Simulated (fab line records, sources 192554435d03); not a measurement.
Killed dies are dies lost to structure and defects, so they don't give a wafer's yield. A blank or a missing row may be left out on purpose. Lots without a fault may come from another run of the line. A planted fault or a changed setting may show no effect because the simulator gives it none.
One fault seen from 2 desks | flow n5_finfet | each desk has only its own numbers; what lay behind them comes last

THE TOOL OWNER'S DESK: cmp-01
The tool's own readings at N5_BEOL_M12_CMP_49 (polishes, stops on SiOC, t overpolish 20.6 s, target thk 320 nm): means of the sampled wafers that have a number, for each lot that ran on this tool. A lot is out of limits, marked OUT, if its mean lies more than 4 standard deviations from the usual mean; the brackets give that distance.
Columns: A = barrier_field_endpoint_s at N5_BEOL_M12_CMP_49, usual 30.2 s; B = head_pressure_psi at N5_BEOL_M12_CMP_49, usual 1.0001 psi; C = motor_current_A at N5_BEOL_M12_CMP_49, usual 6.1 A; D = overpolish_run_s at N5_BEOL_M12_CMP_49, usual 20.602 s; E = platen_rpm at N5_BEOL_M12_CMP_49, usual 50.00 rpm
lot  | first seen here | A               | B                | C   | D      | E
L166 | day 14 19:41    | 30.5            | 0.9989           | 6.0 | 20.600 | 49.98
L171 | day 16 02:29    | 30.6            | 1.0002           | 5.6 | 20.598 | 50.05
L170 | day 17 12:55    | 30.7            | 0.9989           | 6.3 | 20.594 | 49.98
L172 | day 17 17:55    | 30.0            | 1.0006           | 6.5 | 20.604 | 50.00
L178 | day 18 19:05    | 34.2 (+5.3) OUT | 0.8878 (-47) OUT | 6.6 | 20.587 | 49.94
This desk's finding: out of limits on L178; first on L178, day 18 19:05 (barrier_field_endpoint_s at N5_BEOL_M12_CMP_49). In limits: L166, L171, L170, L172.

THE DEFECT DESK
What the inspections along the route counted, lot by lot: means of the sampled wafers that have a number. A lot is out of limits, marked OUT, if its mean lies more than 4 standard deviations from the usual mean; the brackets give that distance.
Columns: A = raw_defect_count at N5_BEOL_M12_INSPECT_55, usual 72
lot  | first seen here | A
L163 | day 14 03:13    | 40
L166 | day 14 20:08    | 72
L164 | day 14 23:56    | 116
L165 | day 15 06:02    | 68
L171 | day 16 02:52    | 97
L170 | day 17 13:22    | 93
L172 | day 17 18:20    | 60
L174 | day 18 04:33    | 52
L178 | day 18 19:23    | 95
L177 | day 18 23:22    | 59
L185 | day 19 14:32    | 42
L181 | day 19 17:56    | 85
L184 | day 20 04:06    | 75
This desk's finding: nothing out of limits on any of the 13 lots.

PUT TOGETHER
The tool owner's desk could have raised an alarm at day 18 19:05, on L178.
The defect desk saw nothing out of limits.
The defect desk has L178 on record, within its limits.
Of the lots named, all ran N5_BEOL_M12_CMP_49 on cmp-01.

WHAT THE SIMULATOR HAD PUT IN
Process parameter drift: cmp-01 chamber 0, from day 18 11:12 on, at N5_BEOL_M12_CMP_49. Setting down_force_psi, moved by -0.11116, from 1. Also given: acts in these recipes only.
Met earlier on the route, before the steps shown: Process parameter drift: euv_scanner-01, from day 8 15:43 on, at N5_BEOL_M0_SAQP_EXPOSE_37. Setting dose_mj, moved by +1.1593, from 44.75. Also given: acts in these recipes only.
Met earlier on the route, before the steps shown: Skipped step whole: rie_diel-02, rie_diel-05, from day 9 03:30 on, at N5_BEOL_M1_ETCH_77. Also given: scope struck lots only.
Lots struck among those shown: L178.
Hours from the fault's start to each desk's first reading out of limits: the tool owner's desk, 8.
